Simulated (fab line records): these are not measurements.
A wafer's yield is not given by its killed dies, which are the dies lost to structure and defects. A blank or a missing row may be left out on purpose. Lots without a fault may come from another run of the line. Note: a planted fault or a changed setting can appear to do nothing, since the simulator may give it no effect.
Chamber matching | flow nand harc | NHARC_A_CHANNEL_FILL_D1_ALD_16 on ald hk-03 has 4 sister chambers
The step deposits SiO2, target thk 1.5 nm, pulse time 10 s, ald cycles 15. 4 wafers are shown with their chamber, then 9 later ones without.

WAFERS WITH THEIR CHAMBER
wafer  | chamber | heater power w (W)
L258.2 | 0       | 556
L258.3 | 1       | 483
L260.2 | 3       | 464
L260.6 | 2       | 473

WAFERS WITHOUT THEIR CHAMBER
wafer  | heater power w (W)
L264.1 | 473
L264.5 | 465
L264.6 | 491
L267.1 | 458
L267.2 | 556
L267.5 | 475
L274.4 | 495
L274.5 | 468
L274.6 | 537

THE CHAMBER EACH PASSED THROUGH
wafer  | from the rows above          | in truth
L264.1 | can't be placed: 2 or 3 or 1 | 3
L264.5 | can't be placed: 3 or 2      | 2
L264.6 | can't be placed: 1 or 2      | 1
L267.1 | can't be placed: 3 or 2      | 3
L267.2 | 0                            | 0
L267.5 | can't be placed: 2 or 1 or 3 | 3
L274.4 | can't be placed: 1 or 2      | 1
L274.5 | can't be placed: 3 or 2 or 1 | 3
L274.6 | 0                            | 0
Correct placement for 2 of the 9. From these rows, 7 cannot be placed; in 7 the true chamber is one of the candidates. Wrongly placed: 0.
How it was worked out, from the rows above alone: a wafer's distance from a chamber is the root of the sum, over the readings, of the square of ((its reading less the chamber's mean) divided by the reading's scatter). The wafer belongs to the nearest chamber; if the next one is less than 2 further off, it can't be placed. Each chamber's mean is taken over the wafers shown for it. The scatter: root of mean squared gap, hidden wafer to nearest shown wafer, with one shown wafer a chamber.
